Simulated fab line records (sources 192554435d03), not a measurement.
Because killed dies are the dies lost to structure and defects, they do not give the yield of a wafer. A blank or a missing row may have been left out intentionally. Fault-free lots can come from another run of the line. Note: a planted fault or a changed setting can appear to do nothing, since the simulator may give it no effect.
A struck lot beside a sound one | flow n5Finfet | 15 steps out of a route of 1938
Sound: the wafers L785.1, L785.3, L785.6. Struck: wafer L797.1 (L797.2, L797.3, from the same lot, were not struck and are left out); the cause is given at the end.
For every step that has rows: the tool of each side, followed by ch and its chambers, followed by its first start. Under that, the readings that differ: sound wafers | struck wafers | difference of the means | sigmas: that difference in standard deviations of wafers without a fault.
alike: readings whose means differ by less than 2 such deviations, and words and numbers that are the same on both sides. not compared: withheld readings, readings that some wafer has no value for, bounds like >300 that may hide the same value, and numbers for which the record gives no deviation and whose values overlap.
A row with sigmas, a row that says differs or no value, or rows on one side alone: a step with any of these is where the two part. Numbers that don't overlap but have no deviation are shown without sigmas and don't part them. A reading missing from all wafers of one side parts the sides only when that side holds two or more wafers.

first, 3 steps without rows for these wafers: N5_BEOL_M7_EXPOSE_25 (exposes mask V6, target cd 40 nm); N5_BEOL_M7_PEB_26 (peb time 60 s); N5_BEOL_M7_DEVELOP_27 (develop time 30 s).
N5_BEOL_M7_CD_MEAS_28 targets a cd of 40 nm.
  sound on cdSem-03 ch 0, day 9 11:44; struck on cdSem-03 ch 0, day 12 20:14
  alike: cdNm
N5_BEOL_M7_OVL_MEAS_29:
  sound on overlay-02 ch 0, day 9 11:46; struck on overlay-01 ch 0, day 12 20:16
reading     | sound       | struck | difference | sigmas
V6_OVL (nm) | 1.0 0.5 0.9 | -0.8   | -1.6       | -2
N5_BEOL_M7_INSPECT_30: inspects for defects (brightfield).
  sound on defectInspect-01 at day 9 11:50; struck on defectInspect-01 at day 12 20:19
  alike: rawDefectCount
N5_BEOL_M7_DESCUM_33: chemistry O2, time 7 s.
  sound on rieDiel-04 ch 0,3, day 9 11:52; struck on rieDiel-05 ch 1, day 12 20:22
reading                      | sound             | struck | difference | sigmas
rfVppV (V)                   | 240.0 242.1 240.8 | 245.2  | +4.2       | +3
showerheadPlenumPTorr (Torr) | 2.02 1.98 1.98    | 2.23   | +0.24      | +3
  alike: drypumpMotorCurrentA, oesProductAu, throttleValvePct
  not compared: rfHoursCounterH
N5_BEOL_M7_ETCH_72: etches underlayer in N2/H2, target depth 6.5 nm, time 5.2 s.
  sound on rieDiel-04 ch 0,3, day 9 11:54; struck on rieDiel-05 ch 1, day 12 20:23
reading                      | sound             | struck | difference | sigmas
rfVppV (V)                   | 521.4 518.5 522.0 | 528.4  | +7.8       | +3
showerheadPlenumPTorr (Torr) | 2.44 2.41 2.41    | 2.73   | +0.31      | +3
  alike: drypumpMotorCurrentA, etchRfOnTimeS, oesProductAu, rfFwdPowerW, throttleValvePct
  not compared: rfHoursCounterH
N5_BEOL_M7_ETCH_65: etches SiARC in CF4, target depth 15.6 nm, time 26 s.
  sound on rieDiel-04 ch 0,3, day 9 11:55; struck on rieDiel-05 ch 1, day 12 20:25
reading                      | sound             | struck | difference | sigmas
rfVppV (V)                   | 182.0 183.1 182.8 | 185.1  | +2.5       | +2
showerheadPlenumPTorr (Torr) | 2.06 2.03 2.03    | 2.27   | +0.23      | +3
  alike: drypumpMotorCurrentA, etchRfOnTimeS, oesProductAu, rfFwdPowerW, throttleValvePct
  not compared: rfHoursCounterH
N5_BEOL_M7_ETCH_66: etches SOC in N2/H2, target depth 80 nm, overetch 16 nm, time 120 s.
  sound on rieDiel-04 ch 0,3, day 9 11:56; struck on rieDiel-05 ch 1, day 12 20:26
reading                      | sound             | struck | difference | sigmas
rfVppV (V)                   | 520.5 520.0 521.1 | 528.1  | +7.6       | +3
showerheadPlenumPTorr (Torr) | 2.44 2.41 2.41    | 2.73   | +0.31      | +3
  alike: drypumpMotorCurrentA, oesProductAu, rfFwdPowerW, throttleValvePct
  not compared: rfHoursCounterH
then, 2 steps without rows for these wafers: N5_BEOL_M7_STRIP_69 (strips in N2/H2); N5_BEOL_M7_STRIP_73 (strips in N2/H2).
N5_BEOL_M7_VIA_ETCH_34: etches SiCOH lowk in C4F6/O2, target depth 125.5 nm, time 50.5 s.
  sound on rieDiel-04 ch 0,3, day 9 12:02; struck on rieDiel-05 ch 1, day 12 20:32
reading                                 | sound             | struck | difference | sigmas
oes_f_703_au (a.u.)                     | 0.78 0.71 0.70    | 1.15   | +0.42      | +4
oesProductAu (a.u.)                     | 0.76 0.71 0.71    | 0.97   | +0.24      | +2
rfFwdPowerW (W)                         | 342.9 342.2 340.6 | 424.4  | +82.5      | +55
rfVppV (V)                              | 645 677 676       | 601    | -65        | -5
showerheadPlenumPTorr (Torr)            | 2.73 2.69 2.70    | 3.03   | +0.32      | +3
model.etch.depthNm (nm)                 | 124.9 125.8 124.8 | 133    | +8         | 
model.SOC_of_BEOL_M7_COAT_63.thkNm (nm) | 54.4 54.4 54.4    | 53.6   | -0.8       | 
  alike: C4F6_flow_sccm, drypumpMotorCurrentA, throttleValvePct
  not compared: rfHoursCounterH
then, 1 step without rows for these wafers: N5_BEOL_M7_STRIP_76 (strips in C4F6/O2).
N5_PASSIVATION_PROBE_49:
  rows exist in the record for the sound wafers here (prober-01, day 12 06:27), none for the struck ones

== WHERE THEY PART ==
Earliest at N5_BEOL_M7_OVL_MEAS_29; latest, in this record, at N5_PASSIVATION_PROBE_49.

WHY: what had been put in by the simulator
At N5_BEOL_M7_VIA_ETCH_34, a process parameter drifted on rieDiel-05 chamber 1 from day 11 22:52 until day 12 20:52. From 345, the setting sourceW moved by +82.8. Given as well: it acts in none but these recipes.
